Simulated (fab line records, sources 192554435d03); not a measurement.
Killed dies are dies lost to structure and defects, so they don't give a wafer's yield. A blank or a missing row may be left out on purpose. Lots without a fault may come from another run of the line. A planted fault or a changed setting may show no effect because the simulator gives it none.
fab line records | flow n5_finfet
record lots=5 wafers=15 last_day=19
route steps=1938 shown FIN_SAQP@113 BEOL_M4@1111
lots that met no fault: from a run of the same line without faults
start_h: hours from the record's first day to the start of the lot's first wafer shown | wait_h: hours since the lot's step before | " the same as in the row above | L1.1+2: a row that stands for several wafers | - no value, or no start given | * or withheld: withheld | < > ~ a bound
route shown NAME@n: a module of which the file shows steps, and the number in the route of the first | usual: mean/standard deviation of fault-free wafers | same: alike in all rows | chamber/n: place in a boat | sites: the reading at each site | _std_site: their standard deviation | _edge_site: outer sites' mean less inner sites' | radius_mm: how far each site lies from the wafer's centre | mask NAME#n: copy n | behind: the tool/chamber that last shaped the wafer | hold: why the lot was held/for how many hours/how that ended | device: the transistor (n, p or np) that didn't switch | end of line: the same wafers' tests at the end of the route | a step without rows: its recipe alone | killed: dies lost to structure and defects at the first sort, not the wafer's yield | map: a wafer's dies, x killed, . not, _ none there
set.NAME: the setting as run; set.NAME@STEP: as run at that earlier step | model.NAME: the simulator's own value behind a step, which no gauge read
lots at some steps of the route; a table a step, a row a wafer
services: from which hour (start_h, from the record's first day; less than 0 if before it) a tool's chamber was out of use, for how many hours, and why
## steps
# step N5_FIN_SAQP_INSPECT_18
# recipe mode=adi inspect_instrument=brightfield
# usual raw_defect_count=426/110
# columns lot.wafer tool chamber start_h wait_h raw_defect_count
L663.1 defect_inspect-02 - 33.90 0.0 545
L663.2 " - " " 357
L663.5 " - " " 529
L673.1 defect_inspect-02 - 96.57 0.0 321
L673.3 " - " " 440
L673.6 " - " " 390
L679.3 defect_inspect-01 - 130.70 0.0 459
L679.5 " - " " 277
L679.6 " - " " 379
L681.2 defect_inspect-02 - 144.77 0.0 391
L681.5 " - " " 396
L681.6 " - " " 541
L683.1 defect_inspect-02 - 156.61 0.0 551
L683.3 " - " " 508
L683.4 " - " " 336
# step N5_FIN_SAQP_DESCUM_21
# recipe chemistry=O2 time_s=7.9 source_power_w=50 bias_power_w=20 pressure_mtorr=20 rf_frequency_hz=2.712e+07 temp_c=40 resist=CAR-ArF o2_flow_sccm=225
# usual drypump_motor_current_A=5.9/0.47 oes_product_au=0.81/0.096 rf_vpp_V=243.2/1.3 showerhead_plenum_p_Torr=2.10/0.067 throttle_valve_pct=20.42/0.24
# columns lot.wafer tool chamber start_h wait_h drypump_motor_current_A oes_product_au rf_hours_counter_h rf_vpp_V showerhead_plenum_p_Torr throttle_valve_pct
L663.1 rie_diel-03 2 33.93 0.0 6.7 0.98 1 243.9 2.14 20.43
L663.2 " 3 " " 5.6 0.72 185 243.7 2.17 20.92
L663.5 " 3 " " 5.6 0.73 - 246.1 2.17 20.91
L673.1 rie_diel-03 1 96.60 0.0 6.5 0.92 11 243.3 2.14 20.16
L673.3 " 0 " " 6.0 0.88 39 242.0 2.03 20.31
L673.6 " 1 " " 6.5 0.92 - 244.5 2.14 20.14
L679.3 rie_diel-03 2 130.73 0.0 6.7 0.87 43 244.3 2.13 20.50
L679.5 " 3 " " 5.6 0.70 - 244.3 2.16 20.96
L679.6 " 2 " " 6.7 0.87 - 244.0 2.13 20.50
L681.2 rie_diel-01 2 144.81 0.0 5.4 0.71 192 244.2 2.15 20.43
L681.5 " 0 " " 6.2 0.79 - 242.2 2.01 20.55
L681.6 " 1 " " 6.5 0.87 - 240.9 2.05 20.08
L683.1 rie_diel-03 1 156.64 0.0 6.5 0.86 36 243.1 2.13 20.18
L683.3 " 3 " " 5.6 0.69 227 244.1 2.16 20.98
L683.4 " 2 " " 6.7 0.85 51 243.2 2.12 20.51
# step N5_FIN_SAQP_ETCH_51
# recipe chemistry=CF4 target=SiARC target_depth_a=455 mask_material=CAR-ArF time_s=75.8 ion_energy_ev=80 pressure_mtorr=40 source_w=545 bias_w=36 Ar_flow_sccm=100 cf4_flow_sccm=100 ends=cleared
# usual drypump_motor_current_A=5.9/0.47 etch_rf_on_time_s=75.2/1.9 oes_product_au=0.69/0.08 rf_vpp_V=184.2/1.1 showerhead_plenum_p_Torr=2.16/0.064 throttle_valve_pct=15.64/0.23
# columns lot.wafer tool chamber start_h wait_h drypump_motor_current_A etch_rf_on_time_s oes_product_au rf_hours_counter_h rf_vpp_V showerhead_plenum_p_Torr throttle_valve_pct
L663.1 rie_diel-03 2 33.97 0.0 6.7 72.6 0.84 1 184.4 2.20 15.61
L663.2 " 3 " " 5.6 74.5 0.62 185 184.2 2.22 16.06
L663.5 " 3 " " 5.6 75.5 0.62 - 184.7 2.22 16.07
L673.1 rie_diel-03 1 96.63 0.0 6.5 76.3 0.79 11 184.5 2.19 15.29
L673.3 " 0 " " 6.0 76.5 0.74 39 183.6 2.10 15.57
L673.6 " 1 " " 6.5 77.6 0.78 - 184.5 2.19 15.29
L679.3 rie_diel-03 2 130.77 0.0 6.7 72.8 0.75 43 185.6 2.18 15.69
L679.5 " 3 " " 5.6 75.7 0.60 - 184.4 2.21 16.14
L679.6 " 2 " " 6.7 71.9 0.76 - 184.1 2.19 15.70
L681.2 rie_diel-01 2 144.84 0.0 5.4 76.6 0.62 192 184.1 2.21 15.71
L681.5 " 0 " " 6.2 78.6 0.65 - 181.4 2.06 15.71
L681.6 " 1 " " 6.4 72.6 0.74 - 184.5 2.10 15.23
L683.1 rie_diel-03 1 156.68 0.0 6.5 77.2 0.75 36 185.3 2.18 15.35
L683.3 " 3 " " 5.6 77.0 0.59 227 185.7 2.21 16.16
L683.4 " 2 " " 6.8 73.7 0.74 51 185.4 2.18 15.72
# step N5_FIN_SAQP_ETCH_52
# recipe chemistry=N2/H2 target=SOC target_depth_a=1000 overetch_a=200 mask_material=SiARC temp_c=40 time_s=150 ion_energy_ev=200 pressure_mtorr=30 source_w=840 bias_w=150 n2_flow_sccm=200 h2_flow_sccm=200 ends=end_point
# step N5_FIN_SAQP_STRIP_53
# recipe chemistry=N2/H2 temp_c=40 n2_flow_sccm=200 h2_flow_sccm=200 rf_frequency_hz=6e+07
# step N5_FIN_SAQP_HM_OPEN_73
# recipe chemistry=CHF3/O2 target=SiO2 stop_on=a-Si target_depth_a=120 over_etch_frac=1.8 mask_material=SOC time_s=16.8 pressure_mtorr=30 source_w=650 bias_w=170 Ar_flow_sccm=200 CHF3_flow_sccm=50 O2_flow_sccm=5 ion_energy_ev=200 ends=end_point
# step N5_FIN_SAQP_STRIP_74
# recipe chemistry=CHF3/O2 resist=SiARC rf_frequency_hz=6e+07
# step N5_FIN_SAQP_MANDREL_ETCH_22
# recipe target_depth_a=600 chemistry=HBr/Cl2 target=a-Si stop_on=SiNx bt_time_s=10 over_etch_frac=0.5 time_s=30 pressure_mtorr=10 icp_w=800 bias_w=75 HBr_flow_sccm=150 Cl2_flow_sccm=80 ends=end_point
# usual drypump_motor_current_A=5.7/0.57 oes_product_au=0.766/0.011 throttle_valve_pct=35.3/0.3
# columns lot.wafer tool chamber start_h wait_h drypump_motor_current_A oes_product_au rf_hours_counter_h throttle_valve_pct
L663.1 rie_si-03 0 34.21 0.0 5.0 0.760 66 35.8
L663.2 " 1 " " 6.4 0.755 79 35.3
L663.5 " 1 " " 6.4 0.765 - 35.3
L673.1 rie_si-03 3 96.88 0.0 5.8 0.759 56 35.4
L673.3 " 0 " " 5.0 0.762 67 35.8
L673.6 " 1 " " 6.4 0.760 - 35.3
L679.3 rie_si-01 1 131.01 0.0 4.7 0.745 10 34.9
L679.5 " 3 " " 6.3 0.769 - 35.4
L679.6 " 1 " " 4.7 0.761 - 34.9
L681.2 rie_si-03 1 145.09 0.0 6.4 0.755 81 35.3
L681.5 " 0 " " 5.0 0.770 - 35.7
L681.6 " 1 " " 6.4 0.759 - 35.3
L683.1 rie_si-05 2 156.92 0.0 5.8 0.775 126 35.6
L683.3 " 3 " " 5.7 0.773 6 35.8
L683.4 " 0 " " 6.4 0.763 6 35.2
# step N5_FIN_SAQP_STRIP_55
# recipe chemistry=N2/H2 power_w=500 temp_c=40 pressure_mtorr=50 rf_frequency_hz=6e+07 overash_fraction=0.3 bias_power_w=28 h2_frac=0.5 n2_flow_sccm=300 h2_flow_sccm=300
# usual drypump_motor_current_A=5.9/0.49 h2_flow_sccm=300.0/0.92 n2_flow_sccm=300.1/0.98 oes_product_au=0.82/0.092 rf_vpp_V=122.0/1.4 showerhead_plenum_p_Torr=3.36/0.12 throttle_valve_pct=18.9/0.31
# columns lot.wafer tool chamber start_h wait_h drypump_motor_current_A h2_flow_sccm n2_flow_sccm oes_product_au rf_hours_counter_h rf_vpp_V showerhead_plenum_p_Torr throttle_valve_pct
L663.1 rie_diel-03 3 34.31 0.1 5.6 299.1 298.4 0.72 186 121.6 3.48 19.4
L663.2 " 2 " " 6.8 300.3 300.0 0.98 1 123.7 3.44 18.6
L663.5 " 2 " " 6.7 301.2 299.2 0.97 - 119.2 3.44 18.6
L673.1 rie_diel-05 2 96.98 0.1 5.6 298.4 300.8 0.77 162 123.4 3.50 19.0
L673.3 " 0 " " 5.4 299.9 301.3 0.92 - 120.5 3.42 18.8
L673.6 " 2 " " 5.6 299.7 299.8 0.77 - 123.0 3.50 19.0
L679.3 rie_diel-01 0 131.22 0.2 6.2 300.3 299.4 0.79 128 120.1 3.23 18.6
L679.5 " 1 " " 6.5 301.0 300.1 0.87 - 120.8 3.31 18.7
L679.6 " 2 " " 5.5 299.4 300.0 0.72 - 123.8 3.47 19.0
L681.2 rie_diel-05 2 145.23 0.1 5.6 299.9 299.6 0.75 178 124.6 3.49 19.0
L681.5 " 0 " " 5.4 298.5 299.4 0.87 - 122.8 3.41 18.8
L681.6 " 1 " " 6.2 300.8 299.2 0.99 - 121.8 3.28 18.6
L683.1 rie_diel-01 2 157.02 0.1 5.4 299.5 298.8 0.71 197 122.0 3.47 19.0
L683.3 " 0 " " 6.2 300.9 298.7 0.79 137 123.1 3.22 18.7
L683.4 " 3 " " 5.2 299.1 302.6 0.77 156 119.7 3.08 18.3
# step N5_FIN_SAQP_STRIP_23
# recipe chemistry=SPM time_s=750 temp_c=130 h2so4_h2o2_vol_ratio=4
# step N5_FIN_SAQP_SRD_66
# recipe dry=ipa_marangoni time_s=30 temp_c=23 rinse_liquid=diw
# step N5_FIN_SAQP_RECESS_75
# recipe chemistry=HF/NH3 target=SiO2 target_depth_a=144 afs_cycles=3 temp_c=30 sublimation_temp_c=180 sublimation_time_s=60
# usual drypump_motor_current_A=5.5/0.39 foreline_p_Torr=0.1280/0.0004
# same sublimation_time_s=60
# columns lot.wafer tool chamber start_h wait_h drypump_motor_current_A foreline_p_Torr
L663.1 vapor_etch-01 0 34.63 0.0 5.3 0.1279
L663.2 " 1 " " 5.2 0.1288
L663.5 " 1 " " 5.1 0.1281
L673.1 vapor_etch-01 0 97.33 0.0 5.3 0.1279
L673.3 " 0 " " 5.3 0.1282
L673.6 " 1 " " 5.2 0.1277
L679.3 vapor_etch-02 1 131.66 0.1 6.2 0.1278
L679.5 " 0 " " 5.5 0.1281
L679.6 " 1 " " 6.2 0.1282
L681.2 vapor_etch-02 0 145.55 0.0 5.6 0.1279
L681.5 " 0 " " 5.6 0.1282
L681.6 " 1 " " 6.2 0.1281
L683.1 vapor_etch-01 1 157.63 0.3 5.2 0.1279
L683.3 " 0 " " 5.3 0.1282
L683.4 " 1 " " 5.2 0.1275
# step N5_FIN_SAQP_SPACER1_ALD_24
# recipe material=SiO2 target_thk_a=203 temp_c=300 ald_precursor_family=BDEAS ald_co_reactant=O2-plasma pulse_time_s=1 purge_time_s=2 co_reactant_purge_time_s=2 ald_cycles=218 pressure_torr=2
# usual chamber_pressure_Torr=2.000/0.0047 heater_power_w=465/47 precursor_pulse_height_rel=1.001/0.022 susceptor_temp_C=299.98/0.2
# columns lot.wafer tool chamber start_h wait_h chamber_pressure_Torr heater_power_w precursor_pulse_height_rel susceptor_temp_C model.SiO2_of_FIN_SAQP_SPACER1_ALD_24.thk_nm
L663.1 ald_sin-01 2 35.08 0.3 2.000 452 1.022 299.69 20.2
L663.2 " 1 " " 2.005 569 1.013 299.80 20.4
L663.5 " 1 " " 2.001 577 1.021 300.15 20.4
L673.1 ald_sin-02 2 98.53 1.1 2.004 392 1.013 289.93 21
L673.3 " 1 " " 1.997 471 1.007 299.82 20.4
L673.6 " 3 " " 2.003 515 1.014 300.38 20.2
L679.3 ald_sin-03 3 131.92 0.1 1.995 505 0.994 299.91 20.4
L679.5 " 2 " " 1.995 471 0.958 300.01 20.2
L679.6 " 3 " " 2.004 497 0.999 299.79 20.4
L681.2 ald_sin-01 0 145.93 0.3 2.002 426 1.019 299.91 20.2
L681.5 " 3 " " 2.001 411 0.990 299.89 20.4
L681.6 " 0 " " 1.995 422 0.987 299.97 20.4
L683.1 ald_sin-02 0 158.11 0.4 1.999 404 0.998 300.35 20.2
L683.3 " 1 " " 1.997 461 1.006 300.07 20.2
L683.4 " 2 " " 1.999 421 1.014 299.93 20.2
# step N5_FIN_SAQP_SPACER1_ETCHBACK_25
# recipe chemistry=CHF3/O2 mode=anisotropic_etchback target=SiO2 target_depth_a=244 time_s=12.2 pressure_mtorr=30 source_w=650 bias_w=170 Ar_flow_sccm=200 CHF3_flow_sccm=50 O2_flow_sccm=5 ion_energy_ev=200
# step N5_FIN_SAQP_MANDREL1_REMOVE_56
# recipe chemistry=HBr/Cl2/O2 bt_time_s=10 target=a-Si stop_on=SiNx endpoint=OES-SiCl over_etch_frac=1 icp_w=600 bias_w=22 HBr_flow_sccm=150 Cl2_flow_sccm=80 O2_flow_sccm=5 pressure_mtorr=10
# usual drypump_motor_current_A=5.7/0.55 oes_product_au=1.001/0.015 throttle_valve_pct=36.6/0.32
# columns lot.wafer tool chamber start_h wait_h drypump_motor_current_A oes_product_au rf_hours_counter_h throttle_valve_pct model.FIN_SAQP.cd_nm
L663.1 rie_si-05 2 36.05 0.1 5.8 1.016 124 37.0 20.2
L663.2 " 0 " " 6.4 1.012 3 36.5 20.2
L663.5 " 0 " " 6.4 1.009 - 36.5 20.2
L673.1 rie_si-01 2 99.35 0.1 5.7 0.965 7 36.5 20.8
L673.3 " 1 " " 4.7 0.976 9 36.3 20.2
L673.6 " 3 " " 6.3 1.002 - 36.7 20.2
L679.3 rie_si-05 3 132.73 0.1 5.7 0.998 5 37.1 20.4
L679.5 " 0 " " 6.4 0.996 - 36.5 20.2
L679.6 " 3 " " 5.7 1.005 - 37.1 20.6
L681.2 rie_si-05 3 146.74 0.1 5.7 0.988 6 37.1 20.2
L681.5 " 2 " " 5.8 1.023 - 37.0 20.4
L681.6 " 3 " " 5.6 1.009 - 37.1 20.4
L683.1 rie_si-01 0 158.94 0.1 6.0 1.012 0 36.2 20.2
L683.3 " 2 " " 5.7 0.986 8 36.5 20.2
L683.4 " 3 " " 6.3 1.010 46 36.7 20.2
# step N5_FIN_SAQP_CD_MEAS_27
# recipe target_cd_nm=20 landing_energy_ev=1000 detector=se_inlens polarity=line
# usual cd_nm=20.29/0.25
# columns lot.wafer tool chamber start_h wait_h cd_nm
L663.1 cd_sem-03 0 36.15 0.1 20.25
L663.2 " 0 " " 19.82
L663.5 " 0 " " 20.41
L673.1 cd_sem-01 0 99.46 0.1 20.79
L673.3 " 0 " " 20.29
L673.6 " 0 " " 20.37
L679.3 cd_sem-01 0 132.84 0.1 20.20
L679.5 " 0 " " 20.21
L679.6 " 0 " " 20.48
L681.2 cd_sem-03 0 146.85 0.1 19.85
L681.5 " 0 " " 20.43
L681.6 " 0 " " 20.19
L683.1 cd_sem-01 0 159.05 0.1 20.37
L683.3 " 0 " " 20.25
L683.4 " 0 " " 20.35
# step N5_BEOL_M4_RC_MEAS_101
# usual DIBL_N=36.0/1.7 DIBL_P=36.2/1.9 IOFF_N=0.154/0.028 IOFF_P=0.21/0.036 ION_N=675/11 ION_P=463/8.3 SS_N=71.4/0.63 SS_P=73.2/0.55 VT_N=250.2/3 VT_P=-251/3.7
# columns lot.wafer tool chamber start_h wait_h DIBL_N[mV/V] DIBL_P[mV/V] IOFF_N[nA/um] IOFF_P[nA/um] ION_N[uA/um] ION_P[uA/um] SS_N[mV/dec] SS_P[mV/dec] VT_N[mV] VT_P[mV]
L673.1 prober-02 0 300.22 0.0 38.9 38.6 0.191 0.21 674 460 72.3 73.7 249.1 -252
L673.3 " 0 " " 34.9 35.6 0.122 0.17 681 466 71.0 72.7 251.9 -255
L673.6 " 0 " " 36.5 37.4 0.148 0.20 680 464 71.5 73.0 249.4 -253
L663.1 prober-01 0 306.90 0.0 36.1 37.7 0.192 0.24 691 470 72.3 74.3 246.1 -250
L663.2 " 0 " " 35.2 36.8 0.161 0.22 682 468 71.5 74.2 249.8 -252
L663.5 " 0 " " 34.1 35.4 0.134 0.19 678 466 71.5 73.2 254.3 -252
L679.3 prober-02 0 339.73 0.3 35.9 36.0 0.158 0.23 666 465 71.2 73.2 251.2 -248
L679.5 " 0 " " 37.8 36.5 0.185 0.22 672 454 72.3 74.1 249.1 -250
L679.6 " 0 " " 36.9 36.5 0.172 0.23 682 468 72.4 73.1 246.2 -250
L681.2 prober-01 0 342.52 0.2 37.5 38.1 0.170 0.21 673 457 71.1 73.2 247.9 -251
L681.5 " 0 " " 39.3 40.3 0.205 0.25 679 462 72.0 73.2 246.4 -250
L681.6 " 0 " " 36.6 36.5 0.157 0.19 674 458 70.9 72.8 250.1 -250
L683.1 prober-01 0 344.15 0.0 37.2 37.7 0.191 0.28 681 471 71.9 73.7 248.2 -247
L683.3 " 0 " " 38.5 38.3 0.218 0.29 704 482 72.1 74.1 243.7 -244
L683.4 " 0 " " 39.2 38.9 0.211 0.30 682 473 72.8 72.8 246.9 -244
## services
# columns tool chamber start_h hours kind
rie_diel-03 2 16.37 - clean
rie_diel-03 2 16.37 - consumable_replace:focus_ring
rie_diel-03 2 16.37 14.0 scheduled_down
rie_diel-03 2 16.37 14.0 vent_cycle
rie_diel-01 1 16.80 - clean
rie_diel-01 3 22.47 13.9 repair
rie_si-05 - 26.41 2.8 pm
rie_diel-03 1 42.06 - clean
rie_diel-03 1 42.06 - consumable_replace:focus_ring
rie_diel-03 1 42.06 20.8 scheduled_down
rie_diel-03 1 42.06 20.8 vent_cycle
ald_sin-02 0 47.97 1.5 repair
rie_diel-05 2 60.15 2.0 repair
rie_diel-05 1 84.10 21.9 repair
ald_sin-01 - 85.46 14.0 pm
rie_diel-05 3 96.30 1.8 repair
rie_diel-05 2 100.11 16.3 repair
ald_sin-01 - 110.18 2.8 pm
ald_sin-03 - 110.86 1.4 repair
vapor_etch-02 - 118.34 0.1 repair
rie_diel-05 3 119.45 6.4 repair
ald_sin-01 1 127.63 3.0 repair
rie_si-03 3 139.42 31.8 repair
rie_diel-03 2 157.49 2.7 repair
## key
first_sign step=N5_FIN_SAQP_SPACER1_ALD_24 reading=susceptor_temp_C direction=down sigmas=51 usual=* struck=*
effect none on later readings
model_effect step=N5_FIN_SAQP_SPACER1_ALD_24 value=SiO2_of_FIN_SAQP_SPACER1_ALD_24.thk_nm without=20.2 struck=21
model_effect step=N5_FIN_SAQP_MANDREL1_REMOVE_56 value=FIN_SAQP.cd_nm without=20 struck=20.8
met_at N5_FIN_SAQP_SPACER1_ALD_24
struck_wafers L673.1
fault kind=process_parameter_drift tool=ald_sin-02 chamber=2 onset_h=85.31 steps=N5_FIN_SAQP_SPACER1_ALD_24 channel=temp_c offset=* shape=step end_h=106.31 acts_in=* stated=*
